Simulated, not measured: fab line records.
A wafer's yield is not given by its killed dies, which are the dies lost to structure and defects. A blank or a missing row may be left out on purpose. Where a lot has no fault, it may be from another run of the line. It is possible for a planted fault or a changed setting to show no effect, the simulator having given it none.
fab line records	flow n5_finfet
record lots=6	wafers=17	last_day=17
route steps=1938 shown BEOL_M8@1358 PASSIVATION@1936
lots that met no fault: from a run of the same line without faults
start_h: start of the lot's first displayed wafer, in hours after the record's first day	wait_h: hours from the lot's prior step to this one	" same as the row above	L1.1+2: one row covering several wafers at once	- no value, or no start was given	* or withheld: withheld	< > ~ a bound
route shown NAME@n: names a module that has steps shown in the file, with the first one's number in the route	usual: the fault-free wafers' mean and standard deviation	same: alike in all rows	chamber/n: place in a boat	sites: each site's reading	_std_site: how widely they spread, as a standard deviation	_edge_site: mean of outer sites minus mean of inner sites	radius_mm: for every site, how far away it sits from the centre of the wafer	mask NAME#n: copy n	behind: the last tool/chamber to shape the wafer	hold: cause of the lot's hold/its duration in hours/its outcome	device: the n, p or np transistor that did not switch	end of line: tests run on the same wafers once the route is complete	where a step has no rows: the recipe by itself	killed: dies that structure and defects cost at the first sort, which is not the same as the wafer's yield	map: the dies of a wafer, with x for killed, . for not killed, _ for no die there
set.NAME: the setting as run; set.NAME@STEP: as run at that earlier step	model.NAME: the simulator's own value behind a step, which no gauge read
lots seen at some steps along the route; tables by step, rows by wafer
services: a tool's chamber out of use, with start hour (start_h, from the record's first day; less than 0 if before it), hours out, and reason
## steps
# step N5_BEOL_M8_COAT_71
# recipe resist=underlayer	temp_c=205	time_s=60	spin_rpm=1500	resist_thk_nm=5
# step N5_BEOL_M8_COAT_22
# recipe resist=CAR-EUV	spin_rpm=1500	resist_thk_nm=30
# step N5_BEOL_M8_EBR_24
# recipe solvent=PGMEA	ebr_width_mm=1.5
# step N5_BEOL_M8_SOFTBAKE_23
# recipe temp_c=110	time_s=60	resist=CAR-EUV
# step N5_BEOL_M8_EXPOSE_25
# recipe mask_id=V7	na=0.33	source_shape=annular	sigma_inner=0.4	sigma_outer=0.8	polarization=unpolarized	target_cd_nm=40	dose_mj=42.5
# step N5_BEOL_M8_PEB_26
# recipe peb_temp_c=100	peb_time_s=60	resist=CAR-EUV
# step N5_BEOL_M8_DEVELOP_27
# recipe develop_time_s=30	developer=TMAH	resist=CAR-EUV	rinse_liquid=surfactant_rinse	dry=air_spin	dev_temp_c=23
# step N5_BEOL_M8_CD_MEAS_28
# recipe target_cd_nm=40	landing_energy_ev=500	detector=se_inlens
# usual cd_nm=40.15/0.3
lot.wafer	tool	chamber	start_h	wait_h	cd_nm
L181.2	cd_sem-02	0	225.77	-	39.90
L181.4	"	0	"	"	40.10
L181.6	"	0	"	"	40.14
L188.2	cd_sem-02	0	237.00	-	40.38
L188.3	"	0	"	"	40.40
L188.6	"	0	"	"	40.40
L190.2	cd_sem-02	0	256.47	-	40.24
L190.4	"	0	"	"	39.88
L197.1	cd_sem-01	0	313.02	-	40.42
L197.4	"	0	"	"	40.27
L197.6	"	0	"	"	40.21
L200.1	cd_sem-03	0	319.33	-	40.38
L200.4	"	0	"	"	40.41
L200.6	"	0	"	"	40.50
L204.1	cd_sem-01	0	335.74	-	39.98
L204.2	"	0	"	"	40.43
L204.5	"	0	"	"	39.89
# step N5_BEOL_M8_OVL_MEAS_29
# recipe points_per_wafer=522
# usual V7_OVL=-0.2/0.76
# same points_per_wafer=522
lot.wafer	tool	chamber	start_h	wait_h	V7_OVL[nm]
L181.2	overlay-02	0	225.81	0.0	-1.0
L181.4	"	0	"	"	-0.9
L181.6	"	0	"	"	-0.2
L188.2	overlay-01	0	237.04	0.0	-0.1
L188.3	"	0	"	"	0.3
L188.6	"	0	"	"	0.6
L190.2	overlay-02	0	256.51	0.0	-0.7
L190.4	"	0	"	"	0.1
L197.1	overlay-02	0	313.05	0.0	0.1
L197.4	"	0	"	"	-0.6
L197.6	"	0	"	"	-0.1
L200.1	overlay-02	0	319.36	0.0	-0.4
L200.4	"	0	"	"	-0.2
L200.6	"	0	"	"	0.2
L204.1	overlay-01	0	335.77	0.0	-1.0
L204.2	"	0	"	"	-0.7
L204.5	"	0	"	"	-0.6
# step N5_BEOL_M8_INSPECT_30
# recipe mode=adi	inspect_instrument=brightfield
# usual raw_defect_count=428/100
lot.wafer	tool	chamber	start_h	wait_h	raw_defect_count
L181.2	defect_inspect-02	-	225.86	0.0	309
L181.4	"	-	"	"	292
L181.6	"	-	"	"	416
L188.2	defect_inspect-02	-	237.09	0.0	350
L188.3	"	-	"	"	432
L188.6	"	-	"	"	483
L190.2	defect_inspect-01	-	256.56	0.0	362
L190.4	"	-	"	"	407
L197.1	defect_inspect-02	-	313.11	0.1	561
L197.4	"	-	"	"	626
L197.6	"	-	"	"	602
L200.1	defect_inspect-01	-	319.42	0.1	405
L200.4	"	-	"	"	463
L200.6	"	-	"	"	527
L204.1	defect_inspect-02	-	335.83	0.1	423
L204.2	"	-	"	"	506
L204.5	"	-	"	"	516
# step N5_BEOL_M8_DESCUM_33
# recipe chemistry=O2	time_s=7	source_power_w=50	bias_power_w=20	pressure_mtorr=20	rf_frequency_hz=2.712e+07	temp_c=40	resist=CAR-EUV	o2_flow_sccm=225
# usual chamber_pressure_mTorr=20.000/0.019	drypump_motor_current_A=5.5/0.52	oes_product_au=0.80/0.087	rf_vpp_V=242.8/1.1	showerhead_plenum_p_Torr=2.07/0.052	throttle_valve_pct=20.51/0.19
# same time_s=7
lot.wafer	tool	chamber	start_h	wait_h	chamber_pressure_mTorr	drypump_motor_current_A	oes_product_au	rf_hours_counter_h	rf_vpp_V	showerhead_plenum_p_Torr	throttle_valve_pct
L181.2	rie_diel-05	1	226.84	1.0	19.976	5.1	0.82	52	242.9	2.12	20.30
L181.4	"	3	"	"	20.025	6.0	0.69	-	243.0	2.08	20.74
L181.6	"	1	"	"	19.998	5.1	0.82	-	243.7	2.12	20.31
L188.2	rie_diel-05	0	237.36	0.3	19.992	5.9	0.84	67	242.2	2.02	20.39
L188.3	"	3	"	"	20.000	6.1	0.68	222	242.8	2.08	20.74
L188.6	"	0	"	"	20.018	5.8	0.84	-	242.6	2.02	20.40
L190.2	rie_diel-05	3	256.64	0.1	20.003	6.1	0.68	229	245.0	2.08	20.73
L190.4	"	1	"	"	20.043	5.1	0.81	64	243.7	2.12	20.33
L197.1	rie_diel-06	1	313.14	0.0	19.994	5.9	0.92	21	243.3	2.05	20.47
L197.4	"	1	"	"	20.010	5.9	0.92	-	243.1	2.05	20.50
L197.6	"	2	"	"	19.999	4.7	0.87	-	242.2	2.06	20.60
L200.1	rie_diel-03	3	320.09	0.7	20.017	5.5	0.86	35	244.5	2.14	20.50
L200.4	"	0	"	"	20.004	6.3	0.88	54	241.4	2.03	20.48
L200.6	"	3	"	"	19.984	5.5	0.86	-	242.7	2.14	20.48
L204.1	rie_diel-05	1	335.98	0.1	20.026	5.1	0.78	92	243.8	2.11	20.38
L204.2	"	0	"	"	19.980	5.9	0.81	100	241.2	2.00	20.45
L204.5	"	1	"	"	20.001	5.1	0.78	-	245.2	2.11	20.37
# step N5_BEOL_M8_ETCH_72
# recipe chemistry=N2/H2	target=underlayer	target_depth_a=65	mask_material=CAR-EUV	time_s=5.2	ion_energy_ev=200	pressure_mtorr=30	source_w=840	bias_w=150	n2_flow_sccm=200	h2_flow_sccm=200	ends=cleared
# usual chamber_pressure_mTorr=30.00/0.043	drypump_motor_current_A=5.5/0.52	etch_rf_on_time_s=5.27/0.2	oes_product_au=0.68/0.073	rf_vpp_V=523.1/2.1	showerhead_plenum_p_Torr=2.51/0.073	throttle_valve_pct=17.89/0.18
lot.wafer	tool	chamber	start_h	wait_h	chamber_pressure_mTorr	drypump_motor_current_A	etch_rf_on_time_s	oes_product_au	rf_hours_counter_h	rf_vpp_V	showerhead_plenum_p_Torr	throttle_valve_pct
L181.2	rie_diel-05	1	226.88	0.0	29.95	5.1	5.18	0.70	52	524.0	2.58	17.67
L181.4	"	3	"	"	29.97	6.1	5.59	0.58	-	522.8	2.52	18.20
L181.6	"	1	"	"	30.03	5.1	5.19	0.70	-	524.1	2.58	17.67
L188.2	rie_diel-05	0	237.40	0.0	29.99	5.8	5.18	0.71	67	521.0	2.45	17.75
L188.3	"	3	"	"	30.03	6.1	5.68	0.57	222	523.1	2.52	18.21
L188.6	"	0	"	"	29.98	5.9	5.21	0.71	-	520.9	2.45	17.75
L190.2	rie_diel-05	3	256.68	0.0	29.93	6.1	5.60	0.57	229	522.5	2.52	18.22
L190.4	"	1	"	"	29.98	5.1	5.28	0.69	64	524.6	2.57	17.69
L197.1	rie_diel-06	1	313.18	0.0	29.99	5.9	5.47	0.76	21	522.8	2.46	17.71
L197.4	"	1	"	"	29.99	5.9	5.49	0.76	-	523.9	2.46	17.70
L197.6	"	2	"	"	30.06	4.7	5.21	0.74	-	521.9	2.47	17.74
L200.1	rie_diel-03	3	320.12	0.0	29.99	5.5	5.51	0.73	35	526.7	2.62	18.04
L200.4	"	0	"	"	29.94	6.3	5.42	0.73	54	522.8	2.48	17.97
L200.6	"	3	"	"	30.02	5.5	5.49	0.72	-	524.4	2.62	18.05
L204.1	rie_diel-05	1	336.01	0.0	29.96	5.0	5.27	0.66	92	524.6	2.56	17.75
L204.2	"	0	"	"	29.95	5.9	5.21	0.68	100	521.8	2.44	17.81
L204.5	"	1	"	"	30.10	5.1	5.26	0.66	-	524.6	2.56	17.79
# step N5_BEOL_M8_ETCH_65
# recipe chemistry=CF4	target=SiARC	target_depth_a=156	mask_material=CAR-EUV	time_s=26	ion_energy_ev=80	pressure_mtorr=40	source_w=545	bias_w=36	Ar_flow_sccm=100	cf4_flow_sccm=100	ends=cleared
# usual chamber_pressure_mTorr=40.01/0.04	drypump_motor_current_A=5.5/0.52	etch_rf_on_time_s=26.3/0.97	oes_product_au=0.68/0.071	rf_vpp_V=183.7/0.98	showerhead_plenum_p_Torr=2.12/0.048	throttle_valve_pct=15.64/0.2
lot.wafer	tool	chamber	start_h	wait_h	chamber_pressure_mTorr	drypump_motor_current_A	etch_rf_on_time_s	oes_product_au	rf_hours_counter_h	rf_vpp_V	showerhead_plenum_p_Torr	throttle_valve_pct
L181.2	rie_diel-05	1	226.90	0.0	40.03	5.1	26.6	0.70	52	184.4	2.16	15.40
L181.4	"	3	"	"	39.98	6.1	27.8	0.58	-	186.3	2.12	15.87
L181.6	"	1	"	"	39.92	5.1	26.3	0.70	-	185.1	2.16	15.40
L188.2	rie_diel-05	0	237.42	0.0	39.96	5.9	30.3	0.66	67	183.0	2.09	15.72
L188.3	"	3	"	"	40.10	6.1	28.5	0.57	222	183.4	2.12	15.88
L188.6	"	0	"	"	40.03	5.9	25.8	0.73	-	184.5	2.09	15.72
L190.2	rie_diel-05	3	256.69	0.0	40.00	6.1	32.9	0.52	229	182.9	2.12	15.90
L190.4	"	1	"	"	40.00	5.0	26.9	0.69	64	185.2	2.16	15.44
L197.1	rie_diel-06	1	313.19	0.0	40.05	5.9	27.7	0.76	21	183.4	2.10	15.60
L197.4	"	1	"	"	40.05	5.9	27.6	0.76	-	184.5	2.10	15.60
L197.6	"	2	"	"	40.04	4.7	26.0	0.73	-	183.7	2.10	15.59
L200.1	rie_diel-03	3	320.14	0.0	39.93	5.5	27.1	0.73	35	184.8	2.17	15.53
L200.4	"	0	"	"	40.00	6.3	27.2	0.72	54	182.2	2.12	15.79
L200.6	"	3	"	"	40.10	5.5	27.2	0.72	-	184.5	2.17	15.53
L204.1	rie_diel-05	1	336.03	0.0	39.99	5.0	26.6	0.67	92	184.7	2.15	15.50
L204.2	"	0	"	"	40.01	5.9	25.7	0.68	100	183.0	2.08	15.78
L204.5	"	1	"	"	39.98	5.1	26.4	0.66	-	183.9	2.15	15.48
# step N5_BEOL_M8_ETCH_66
# recipe chemistry=N2/H2	target=SOC	target_depth_a=800	overetch_a=160	mask_material=SiARC	temp_c=40	time_s=120	ion_energy_ev=200	pressure_mtorr=30	source_w=840	bias_w=150	n2_flow_sccm=200	h2_flow_sccm=200
# usual chamber_pressure_mTorr=29.999/0.029	drypump_motor_current_A=5.5/0.52	oes_product_au=0.62/0.063	rf_vpp_V=523.1/1.7	showerhead_plenum_p_Torr=2.51/0.073	throttle_valve_pct=17.85/0.18
# same time_s=120
lot.wafer	tool	chamber	start_h	wait_h	chamber_pressure_mTorr	drypump_motor_current_A	oes_product_au	rf_hours_counter_h	rf_vpp_V	showerhead_plenum_p_Torr	throttle_valve_pct
L181.2	rie_diel-05	1	226.92	0.0	30.027	5.1	0.64	52	524.7	2.58	17.65
L181.4	"	3	"	"	29.919	6.1	0.54	-	522.7	2.52	18.19
L181.6	"	1	"	"	29.975	5.1	0.64	-	524.6	2.58	17.63
L188.2	rie_diel-05	0	237.44	0.0	30.010	5.9	0.65	67	522.0	2.45	17.70
L188.3	"	3	"	"	29.988	6.1	0.54	222	524.1	2.52	18.18
L188.6	"	0	"	"	30.033	5.9	0.65	-	520.5	2.45	17.70
L190.2	rie_diel-05	3	256.72	0.0	29.984	6.1	0.53	229	523.1	2.52	18.18
L190.4	"	1	"	"	29.940	5.1	0.62	64	523.3	2.57	17.66
L197.1	rie_diel-06	1	313.22	0.0	29.988	5.9	0.70	21	521.7	2.46	17.66
L197.4	"	1	"	"	30.044	5.9	0.71	-	524.4	2.46	17.66
L197.6	"	2	"	"	30.018	4.7	0.66	-	521.2	2.47	17.69
L200.1	rie_diel-03	3	320.17	0.0	30.004	5.5	0.67	35	524.6	2.62	17.99
L200.4	"	0	"	"	29.987	6.3	0.66	54	522.9	2.48	17.93
L200.6	"	3	"	"	30.018	5.5	0.67	-	525.7	2.62	18.00
L204.1	rie_diel-05	1	336.06	0.0	29.993	5.1	0.61	92	525.2	2.56	17.71
L204.2	"	0	"	"	29.990	5.9	0.61	100	523.5	2.44	17.74
L204.5	"	1	"	"	29.999	5.1	0.61	-	523.8	2.56	17.71
# step N5_PASSIVATION_PROBE_49
# usual defect_limited_yield=91.3/1.4	killed_at_M0_to_M3=32/9.5	killed_at_M4_up=14/5.2	killed_at_contacts=13/5.7	killed_at_front_end=41/12	killed_at_other=3.5/2.6	killed_dies=103/17	killed_open=68/14	killed_short=32/7	sort_bin_5_function=5.0/0.91	sort_bin_6_memory=3.3/0.7	sort_bin_8_speed=0.03/0.22	sort_n_pass=1076/17	sort_yield_pct=91.2/1.4
# same gross_dies=1180	killed_at_back_side=0	sort_bin_4_leakage[%]=0
lot.wafer	tool	chamber	start_h	wait_h	defect_limited_yield[%]	killed_at_M0_to_M3	killed_at_M4_up	killed_at_contacts	killed_at_front_end	killed_at_other	killed_dies	killed_open	killed_short	sort_bin_5_function[%]	sort_bin_6_memory[%]	sort_bin_8_speed[%]	sort_n_pass	sort_yield_pct[%]
L190.4	prober-02	-	331.40	0.2	90.4	40	15	5	44	9	113	82	30	5.3	4.2	0	1067	90.4
# killed by level:class
L190.4 FIN_SAQP:geometric_particle:open=27 BEOL_M0_SAQP:geometric_particle:short=13 BEOL_M0_SAQP:geometric_particle:open=10 BEOL_M1:geometric_particle:open=7 MOL_CONTACT_COAG:geometric_particle:open=5 BEOL_M4:geometric_particle:open=5 FIN_SAQP:geometric_particle:short=4 BEOL_M2:geometric_particle:open=4
## services
tool	chamber	start_h	hours	kind
rie_diel-03	3	205.74	-	clean
rie_diel-03	3	205.74	-	consumable_replace:focus_ring
rie_diel-03	3	205.74	18.8	scheduled_down
rie_diel-03	3	205.74	18.8	vent_cycle
rie_diel-03	0	218.61	7.7	repair
rie_diel-06	-	223.44	14.6	pm
rie_diel-05	-	229.22	0.1	repair
rie_diel-06	1	242.74	-	clean
rie_diel-06	1	242.74	-	consumable_replace:focus_ring
rie_diel-06	1	242.74	21.2	scheduled_down
rie_diel-06	1	242.74	21.2	vent_cycle
rie_diel-06	3	296.00	-	clean
rie_diel-06	3	296.00	-	consumable_replace:focus_ring
rie_diel-06	3	296.00	26.2	scheduled_down
rie_diel-06	3	296.00	26.2	vent_cycle
rie_diel-05	3	321.96	-	clean
rie_diel-05	3	321.96	-	consumable_replace:focus_ring
rie_diel-05	3	321.96	15.7	scheduled_down
rie_diel-05	3	321.96	15.7	vent_cycle
## key
first_sign step=N5_BEOL_M8_ETCH_65	reading=etch_rf_on_time_s	direction=up	sigmas=5.4	usual=*	struck=*
effect none on later readings
met_at N5_BEOL_M8_ETCH_65
struck_wafers L188.2,L190.2
onset_between 226.90 237.42
fault kind=process_parameter_drift	tool=rie_diel-05	chamber=-	onset_h=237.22	steps=N5_BEOL_M8_ETCH_65	channel=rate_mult	offset=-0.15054	shape=step	end_h=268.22	scope=struck_wafers_only
